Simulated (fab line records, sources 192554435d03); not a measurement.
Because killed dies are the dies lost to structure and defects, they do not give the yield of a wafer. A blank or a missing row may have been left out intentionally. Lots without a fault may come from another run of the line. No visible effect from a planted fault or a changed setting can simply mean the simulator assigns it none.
fab line records / flow n5_finfet
[record] lots = 4 wafers = 12 last_day = 17
route steps=1938 shown BEOL_M4@1028
lots with no fault: from the same line, run without faults
start_h: hours from the record's opening day to when the first of the lot's shown wafers began / wait_h: hours since the lot's step before / " repeats the value in the row above / L1.1+2: a row that stands for several wafers / - no value present, or no start provided / * or withheld: withheld / < > ~ a bound
route shown NAME@n: a module of which the file shows steps, and the number in the route of the first / usual: average and standard deviation across the fault-free wafers / same: alike in all rows / chamber/n: place in a boat / sites: per-site readings / _std_site: the values' standard deviation / _edge_site: outer sites' mean less inner sites' / radius_mm: for every site, how far away it sits from the centre of the wafer / mask NAME#n: copy n / behind: the most recent tool/chamber to have shaped the wafer / hold: why the lot was held/for how many hours/how that ended / device: the transistor (n, p or np) that didn't switch / end of line: tests of these same wafers at the route's end / where a step has no rows: the recipe by itself / killed: dies lost to structure and defects at the first sort, not the wafer's yield / map: per-die view of a wafer (x killed, . not killed, _ where there is no die)
set.NAME: the setting that was run; set.NAME@STEP: the one run at that earlier step / model.NAME: the simulator's own value behind a step, which no gauge read
lots at selected steps of the route; one table per step, one row per wafer
services: when a tool's chamber went out of use (start_h, in hours from the record's first day, below 0 if earlier), for how many hours, and the reason
[[steps]]
[step N5_BEOL_M4_COAT_05]
[recipe] resist = CAR-EUV spin_rpm = 1500 resist_thk_nm = 30
[step N5_BEOL_M4_EBR_07]
[recipe] solvent = PGMEA ebr_width_mm = 1.5
[step N5_BEOL_M4_SOFTBAKE_06]
[recipe] temp_c = 110 time_s = 60 resist = CAR-EUV
[step N5_BEOL_M4_EXPOSE_08]
[recipe] mask_id = M4 na = 0.33 source_shape = dipole sigma_inner = 0.369 sigma_outer = 0.767 polarization = unpolarized dose_mj = 41.25
[step N5_BEOL_M4_PEB_09]
[recipe] peb_temp_c = 100 peb_time_s = 60 resist = CAR-EUV
[step N5_BEOL_M4_DEVELOP_10]
[recipe] develop_time_s = 30 developer = TMAH resist = CAR-EUV rinse_liquid = surfactant_rinse dry = air_spin dev_temp_c = 23
[step N5_BEOL_M4_DESCUM_16]
[recipe] chemistry = O2 time_s = 7 source_power_w = 50 bias_power_w = 20 pressure_mtorr = 20 rf_frequency_hz = 2.712e+07 temp_c = 40 resist = CAR-EUV o2_flow_sccm = 225
[step N5_BEOL_M4_ETCH_74]
[recipe] chemistry = N2/H2 target = underlayer target_depth_a = 65 mask_material = CAR-EUV time_s = 5.2 ion_energy_ev = 200 pressure_mtorr = 30 source_w = 840 bias_w = 150 n2_flow_sccm = 200 h2_flow_sccm = 200 ends = cleared
[step N5_BEOL_M4_ETCH_63]
[recipe] chemistry = CF4 target = SiARC target_depth_a = 156 mask_material = CAR-EUV time_s = 26 ion_energy_ev = 80 pressure_mtorr = 40 source_w = 545 bias_w = 36 Ar_flow_sccm = 100 cf4_flow_sccm = 100 ends = cleared
[step N5_BEOL_M4_ETCH_64]
[recipe] chemistry = N2/H2 target = SOC target_depth_a = 750 overetch_a = 225 mask_material = SiARC temp_c = 40 time_s = 121.9 ion_energy_ev = 200 pressure_mtorr = 30 source_w = 840 bias_w = 150 n2_flow_sccm = 200 h2_flow_sccm = 200
[usual] chamber_pressure_mTorr = 30.003/0.025 drypump_motor_current_A = 5.6/0.51 h2_flow_sccm = 200.1/0.61 oes_product_au = 0.62/0.056 rf_vpp_V = 524.7/3 showerhead_plenum_p_Torr = 2.58/0.11 temp_c = 40.01/0.11 throttle_valve_pct = 17.76/0.23
lot.wafer=L587.1 tool=rie_diel-04 chamber=2 start_h=185.38 wait_h=0.0 chamber_pressure_mTorr=29.978 drypump_motor_current_A=6.1 h2_flow_sccm=199.6 oes_product_au=0.61 rf_hours_counter_h=93 rf_vpp_V=524.2 showerhead_plenum_p_Torr=2.56 temp_c=40.08 throttle_valve_pct=17.56 model.SiARC_of_BEOL_M4_COAT_62.thk_nm=6.2
lot.wafer=L587.4 tool=rie_diel-04 chamber=1 start_h=185.38 wait_h=0.0 chamber_pressure_mTorr=30.014 drypump_motor_current_A=5.1 h2_flow_sccm=200.3 oes_product_au=0.67 rf_hours_counter_h=- rf_vpp_V=528.4 showerhead_plenum_p_Torr=2.71 temp_c=40.06 throttle_valve_pct=17.59 model.SiARC_of_BEOL_M4_COAT_62.thk_nm=6.4
lot.wafer=L587.6 tool=rie_diel-04 chamber=2 start_h=185.38 wait_h=0.0 chamber_pressure_mTorr=30.016 drypump_motor_current_A=6.1 h2_flow_sccm=199.6 oes_product_au=0.60 rf_hours_counter_h=- rf_vpp_V=525.8 showerhead_plenum_p_Torr=2.56 temp_c=40.03 throttle_valve_pct=17.55 model.SiARC_of_BEOL_M4_COAT_62.thk_nm=6.2
lot.wafer=L598.1 tool=rie_diel-04 chamber=2 start_h=257.35 wait_h=0.0 chamber_pressure_mTorr=29.950 drypump_motor_current_A=6.1 h2_flow_sccm=199.4 oes_product_au=0.57 rf_hours_counter_h=120 rf_vpp_V=523.8 showerhead_plenum_p_Torr=2.55 temp_c=40.07 throttle_valve_pct=17.60 model.SiARC_of_BEOL_M4_COAT_62.thk_nm=6
lot.wafer=L598.2 tool=rie_diel-04 chamber=1 start_h=257.35 wait_h=0.0 chamber_pressure_mTorr=30.009 drypump_motor_current_A=5.0 h2_flow_sccm=199.9 oes_product_au=0.64 rf_hours_counter_h=52 rf_vpp_V=527.6 showerhead_plenum_p_Torr=2.70 temp_c=39.94 throttle_valve_pct=17.63 model.SiARC_of_BEOL_M4_COAT_62.thk_nm=6.4
lot.wafer=L598.3 tool=rie_diel-04 chamber=3 start_h=257.35 wait_h=0.0 chamber_pressure_mTorr=30.035 drypump_motor_current_A=6.1 h2_flow_sccm=200.8 oes_product_au=0.69 rf_hours_counter_h=20 rf_vpp_V=526.5 showerhead_plenum_p_Torr=2.70 temp_c=39.98 throttle_valve_pct=17.71 model.SiARC_of_BEOL_M4_COAT_62.thk_nm=6.2
lot.wafer=L601.2 tool=rie_diel-04 chamber=2 start_h=276.31 wait_h=0.0 chamber_pressure_mTorr=30.003 drypump_motor_current_A=6.1 h2_flow_sccm=200.5 oes_product_au=0.56 rf_hours_counter_h=126 rf_vpp_V=524.4 showerhead_plenum_p_Torr=2.55 temp_c=40.13 throttle_valve_pct=17.61 model.SiARC_of_BEOL_M4_COAT_62.thk_nm=5.8
lot.wafer=L601.3 tool=rie_diel-04 chamber=0 start_h=276.31 wait_h=0.0 chamber_pressure_mTorr=30.020 drypump_motor_current_A=5.3 h2_flow_sccm=199.7 oes_product_au=0.63 rf_hours_counter_h=74 rf_vpp_V=522.6 showerhead_plenum_p_Torr=2.47 temp_c=40.15 throttle_valve_pct=17.73 model.SiARC_of_BEOL_M4_COAT_62.thk_nm=6.2
lot.wafer=L601.4 tool=rie_diel-04 chamber=3 start_h=276.31 wait_h=0.0 chamber_pressure_mTorr=30.003 drypump_motor_current_A=6.0 h2_flow_sccm=199.9 oes_product_au=0.69 rf_hours_counter_h=27 rf_vpp_V=529.4 showerhead_plenum_p_Torr=2.70 temp_c=39.93 throttle_valve_pct=17.72 model.SiARC_of_BEOL_M4_COAT_62.thk_nm=6
lot.wafer=L604.1 tool=rie_diel-03 chamber=1 start_h=292.55 wait_h=0.0 chamber_pressure_mTorr=30.024 drypump_motor_current_A=6.5 h2_flow_sccm=199.7 oes_product_au=0.61 rf_hours_counter_h=99 rf_vpp_V=527.0 showerhead_plenum_p_Torr=2.68 temp_c=40.11 throttle_valve_pct=17.87 model.SiARC_of_BEOL_M4_COAT_62.thk_nm=6.2
lot.wafer=L604.5 tool=rie_diel-03 chamber=0 start_h=292.55 wait_h=0.0 chamber_pressure_mTorr=30.028 drypump_motor_current_A=5.5 h2_flow_sccm=199.5 oes_product_au=0.68 rf_hours_counter_h=- rf_vpp_V=523.1 showerhead_plenum_p_Torr=2.47 temp_c=40.07 throttle_valve_pct=17.42 model.SiARC_of_BEOL_M4_COAT_62.thk_nm=6.2
lot.wafer=L604.6 tool=rie_diel-03 chamber=1 start_h=292.55 wait_h=0.0 chamber_pressure_mTorr=30.004 drypump_motor_current_A=6.5 h2_flow_sccm=200.0 oes_product_au=0.61 rf_hours_counter_h=- rf_vpp_V=527.6 showerhead_plenum_p_Torr=2.68 temp_c=40.24 throttle_valve_pct=17.87 model.SiARC_of_BEOL_M4_COAT_62.thk_nm=6.2
[step N5_BEOL_M4_STRIP_65]
[recipe] chemistry = N2/H2 temp_c = 40 n2_flow_sccm = 200 h2_flow_sccm = 200 rf_frequency_hz = 6e+07
[step N5_BEOL_M4_STRIP_75]
[recipe] chemistry = N2/H2 temp_c = 40 n2_flow_sccm = 200 h2_flow_sccm = 200 rf_frequency_hz = 6e+07
[step N5_BEOL_M4_STRIP_66]
[recipe] chemistry = CF4 resist = SiARC power_w = 300 bias_power_w = 75 pressure_mtorr = 50 cf4_flow_sccm = 150 rf_frequency_hz = 6e+07
[step N5_BEOL_M4_HM_OPEN_17]
[recipe] chemistry = Cl2/BCl3 target_depth_a = 200 overetch_a = 60 target = TiN mask_material = SOC ion_energy_ev = 150 pressure_mtorr = 10 icp_w = 1000 bias_w = 126 Cl2_flow_sccm = 53.25 bcl3_flow_sccm = 21.75 Ar_flow_sccm = 25
[usual] chamber_pressure_mTorr = 9.999/0.0095 drypump_motor_current_A = 5.6/0.38 oes_product_au = 0.67/0.077 throttle_valve_pct = 22.11/0.14
lot.wafer=L587.1 tool=rie_metal-01 chamber=1 start_h=185.55 wait_h=0.0 chamber_pressure_mTorr=10.013 drypump_motor_current_A=6.2 oes_product_au=0.53 rf_hours_counter_h=129 throttle_valve_pct=22.22 model.etch.depth_nm=20.08
lot.wafer=L587.4 tool=rie_metal-01 chamber=0 start_h=185.55 wait_h=0.0 chamber_pressure_mTorr=9.996 drypump_motor_current_A=5.6 oes_product_au=0.78 rf_hours_counter_h=- throttle_valve_pct=22.11 model.etch.depth_nm=19.87
lot.wafer=L587.6 tool=rie_metal-01 chamber=1 start_h=185.55 wait_h=0.0 chamber_pressure_mTorr=9.980 drypump_motor_current_A=6.2 oes_product_au=0.51 rf_hours_counter_h=- throttle_valve_pct=22.25 model.etch.depth_nm=19.92
lot.wafer=L598.1 tool=rie_metal-02 chamber=1 start_h=257.52 wait_h=0.0 chamber_pressure_mTorr=9.985 drypump_motor_current_A=5.5 oes_product_au=0.56 rf_hours_counter_h=85 throttle_valve_pct=22.14 model.etch.depth_nm=19.18
lot.wafer=L598.2 tool=rie_metal-02 chamber=0 start_h=257.52 wait_h=0.0 chamber_pressure_mTorr=10.003 drypump_motor_current_A=6.0 oes_product_au=0.73 rf_hours_counter_h=23 throttle_valve_pct=22.02 model.etch.depth_nm=19.87
lot.wafer=L598.3 tool=rie_metal-02 chamber=0 start_h=257.52 wait_h=0.0 chamber_pressure_mTorr=10.011 drypump_motor_current_A=6.0 oes_product_au=0.74 rf_hours_counter_h=- throttle_valve_pct=21.99 model.etch.depth_nm=20.01
lot.wafer=L601.2 tool=rie_metal-02 chamber=1 start_h=276.49 wait_h=0.0 chamber_pressure_mTorr=10.001 drypump_motor_current_A=5.5 oes_product_au=0.55 rf_hours_counter_h=88 throttle_valve_pct=22.13 model.etch.depth_nm=19.12
lot.wafer=L601.3 tool=rie_metal-02 chamber=0 start_h=276.49 wait_h=0.0 chamber_pressure_mTorr=10.016 drypump_motor_current_A=6.0 oes_product_au=0.72 rf_hours_counter_h=- throttle_valve_pct=22.03 model.etch.depth_nm=19.99
lot.wafer=L601.4 tool=rie_metal-02 chamber=1 start_h=276.49 wait_h=0.0 chamber_pressure_mTorr=10.001 drypump_motor_current_A=5.5 oes_product_au=0.57 rf_hours_counter_h=- throttle_valve_pct=22.10 model.etch.depth_nm=20.22
lot.wafer=L604.1 tool=rie_metal-01 chamber=0 start_h=292.73 wait_h=0.0 chamber_pressure_mTorr=10.003 drypump_motor_current_A=5.5 oes_product_au=0.74 rf_hours_counter_h=15 throttle_valve_pct=22.11 model.etch.depth_nm=20.26
lot.wafer=L604.5 tool=rie_metal-01 chamber=0 start_h=292.73 wait_h=0.0 chamber_pressure_mTorr=10.001 drypump_motor_current_A=5.5 oes_product_au=0.74 rf_hours_counter_h=- throttle_valve_pct=22.11 model.etch.depth_nm=20.29
lot.wafer=L604.6 tool=rie_metal-01 chamber=1 start_h=292.73 wait_h=0.0 chamber_pressure_mTorr=9.997 drypump_motor_current_A=6.2 oes_product_au=0.79 rf_hours_counter_h=- throttle_valve_pct=21.89 model.etch.depth_nm=20.16
[step N5_BEOL_M4_STRIP_19]
[recipe] chemistry = O2 power_w = 400 temp_c = 40 pressure_mtorr = 30 rf_frequency_hz = 6e+07 bias_power_w = 0 overash_fraction = 0.2 o2_flow_sccm = 225
[step N5_BEOL_M4_RC_MEAS_101]
[usual] DIBL_N = 36.6/1.1 DIBL_P = 36.8/1.6 IOFF_N = 0.169/0.024 IOFF_P = 0.206/0.028 ION_N = 679/9.2 ION_P = 462/7 SS_N = 71.6/0.57 SS_P = 73.3/0.57 VT_N = 248.8/2.4 VT_P = -251/3
lot.wafer=L587.1 tool=prober-02 chamber=0 start_h=196.11 wait_h=0.0 DIBL_N[mV/V]=35.2 DIBL_P[mV/V]=34.0 IOFF_N[nA/um]=0.161 IOFF_P[nA/um]=0.197 ION_N[uA/um]=681 ION_P[uA/um]=466 SS_N[mV/dec]=71.3 SS_P[mV/dec]=72.9 VT_N[mV]=248.0 VT_P[mV]=-251
lot.wafer=L587.4 tool=prober-02 chamber=0 start_h=196.11 wait_h=0.0 DIBL_N[mV/V]=34.8 DIBL_P[mV/V]=33.5 IOFF_N[nA/um]=0.148 IOFF_P[nA/um]=0.184 ION_N[uA/um]=674 ION_P[uA/um]=459 SS_N[mV/dec]=71.0 SS_P[mV/dec]=72.1 VT_N[mV]=247.5 VT_P[mV]=-250
lot.wafer=L587.6 tool=prober-02 chamber=0 start_h=196.11 wait_h=0.0 DIBL_N[mV/V]=35.4 DIBL_P[mV/V]=33.1 IOFF_N[nA/um]=0.151 IOFF_P[nA/um]=0.173 ION_N[uA/um]=672 ION_P[uA/um]=454 SS_N[mV/dec]=71.3 SS_P[mV/dec]=71.9 VT_N[mV]=248.5 VT_P[mV]=-251
lot.wafer=L598.1 tool=prober-01 chamber=0 start_h=270.47 wait_h=0.0 DIBL_N[mV/V]=35.8 DIBL_P[mV/V]=35.0 IOFF_N[nA/um]=0.142 IOFF_P[nA/um]=0.186 ION_N[uA/um]=686 ION_P[uA/um]=465 SS_N[mV/dec]=71.5 SS_P[mV/dec]=73.4 VT_N[mV]=250.8 VT_P[mV]=-251
lot.wafer=L598.2 tool=prober-01 chamber=0 start_h=270.47 wait_h=0.0 DIBL_N[mV/V]=36.3 DIBL_P[mV/V]=35.8 IOFF_N[nA/um]=0.152 IOFF_P[nA/um]=0.192 ION_N[uA/um]=689 ION_P[uA/um]=464 SS_N[mV/dec]=71.9 SS_P[mV/dec]=72.9 VT_N[mV]=250.7 VT_P[mV]=-253
lot.wafer=L598.3 tool=prober-01 chamber=0 start_h=270.47 wait_h=0.0 DIBL_N[mV/V]=38.7 DIBL_P[mV/V]=38.0 IOFF_N[nA/um]=0.191 IOFF_P[nA/um]=0.231 ION_N[uA/um]=687 ION_P[uA/um]=460 SS_N[mV/dec]=71.5 SS_P[mV/dec]=73.6 VT_N[mV]=246.8 VT_P[mV]=-249
lot.wafer=L601.2 tool=prober-01 chamber=0 start_h=299.60 wait_h=0.2 DIBL_N[mV/V]=36.7 DIBL_P[mV/V]=35.5 IOFF_N[nA/um]=0.159 IOFF_P[nA/um]=0.191 ION_N[uA/um]=670 ION_P[uA/um]=457 SS_N[mV/dec]=71.9 SS_P[mV/dec]=72.8 VT_N[mV]=248.9 VT_P[mV]=-254
lot.wafer=L601.3 tool=prober-01 chamber=0 start_h=299.60 wait_h=0.2 DIBL_N[mV/V]=36.9 DIBL_P[mV/V]=36.1 IOFF_N[nA/um]=0.157 IOFF_P[nA/um]=0.199 ION_N[uA/um]=672 ION_P[uA/um]=451 SS_N[mV/dec]=71.7 SS_P[mV/dec]=73.3 VT_N[mV]=249.5 VT_P[mV]=-251
lot.wafer=L601.4 tool=prober-01 chamber=0 start_h=299.60 wait_h=0.2 DIBL_N[mV/V]=36.4 DIBL_P[mV/V]=35.5 IOFF_N[nA/um]=0.156 IOFF_P[nA/um]=0.193 ION_N[uA/um]=673 ION_P[uA/um]=454 SS_N[mV/dec]=70.8 SS_P[mV/dec]=72.6 VT_N[mV]=251.5 VT_P[mV]=-253
lot.wafer=L604.1 tool=prober-02 chamber=0 start_h=306.75 wait_h=0.0 DIBL_N[mV/V]=34.3 DIBL_P[mV/V]=33.2 IOFF_N[nA/um]=0.129 IOFF_P[nA/um]=0.190 ION_N[uA/um]=671 ION_P[uA/um]=460 SS_N[mV/dec]=71.2 SS_P[mV/dec]=72.1 VT_N[mV]=251.4 VT_P[mV]=-249
lot.wafer=L604.5 tool=prober-02 chamber=0 start_h=306.75 wait_h=0.0 DIBL_N[mV/V]=34.7 DIBL_P[mV/V]=34.1 IOFF_N[nA/um]=0.139 IOFF_P[nA/um]=0.202 ION_N[uA/um]=683 ION_P[uA/um]=462 SS_N[mV/dec]=71.3 SS_P[mV/dec]=72.2 VT_N[mV]=248.3 VT_P[mV]=-247
lot.wafer=L604.6 tool=prober-02 chamber=0 start_h=306.75 wait_h=0.0 DIBL_N[mV/V]=37.2 DIBL_P[mV/V]=37.5 IOFF_N[nA/um]=0.203 IOFF_P[nA/um]=0.264 ION_N[uA/um]=701 ION_P[uA/um]=476 SS_N[mV/dec]=71.9 SS_P[mV/dec]=73.1 VT_N[mV]=245.0 VT_P[mV]=-245
[[services]]
tool=rie_diel-03 chamber=0 start_h=165.44 hours=- kind=clean
tool=rie_diel-03 chamber=0 start_h=165.44 hours=- kind=consumable_replace:focus_ring
tool=rie_diel-03 chamber=0 start_h=165.44 hours=20.8 kind=scheduled_down
tool=rie_diel-03 chamber=0 start_h=165.44 hours=20.8 kind=vent_cycle
tool=rie_diel-04 chamber=3 start_h=182.81 hours=- kind=clean
tool=rie_diel-04 chamber=3 start_h=182.81 hours=- kind=consumable_replace:focus_ring
tool=rie_diel-04 chamber=3 start_h=182.81 hours=- kind=consumable_replace:showerhead
tool=rie_diel-04 chamber=3 start_h=182.81 hours=17.6 kind=scheduled_down
tool=rie_diel-04 chamber=3 start_h=182.81 hours=17.6 kind=vent_cycle
tool=rie_metal-01 chamber=1 start_h=206.10 hours=- kind=clean
tool=rie_metal-01 chamber=1 start_h=206.10 hours=26.7 kind=scheduled_down
tool=rie_metal-01 chamber=1 start_h=206.10 hours=26.7 kind=vent_cycle
tool=rie_metal-01 chamber=- start_h=272.06 hours=14.6 kind=pm
[[key]]
first_sign none at tools or gauges
[model_effect] step = N5_BEOL_M4_ETCH_64 value = SiARC_of_BEOL_M4_COAT_62.thk_nm without = 6.3 struck = 5.9
[model_effect] step = N5_BEOL_M4_HM_OPEN_17 value = etch.depth_nm without = 19.96 struck = 19.15
met_at N5_BEOL_M4_ETCH_64
struck_wafers L598.1,L601.2
onset_between 185.38 257.35
[fault] kind = process_parameter_drift tool = rie_diel-04 chamber = 2 onset_h = 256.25 steps = N5_BEOL_M4_ETCH_64 channel = time_s offset = * shape = step end_h = 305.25 acts_in = * stated = *
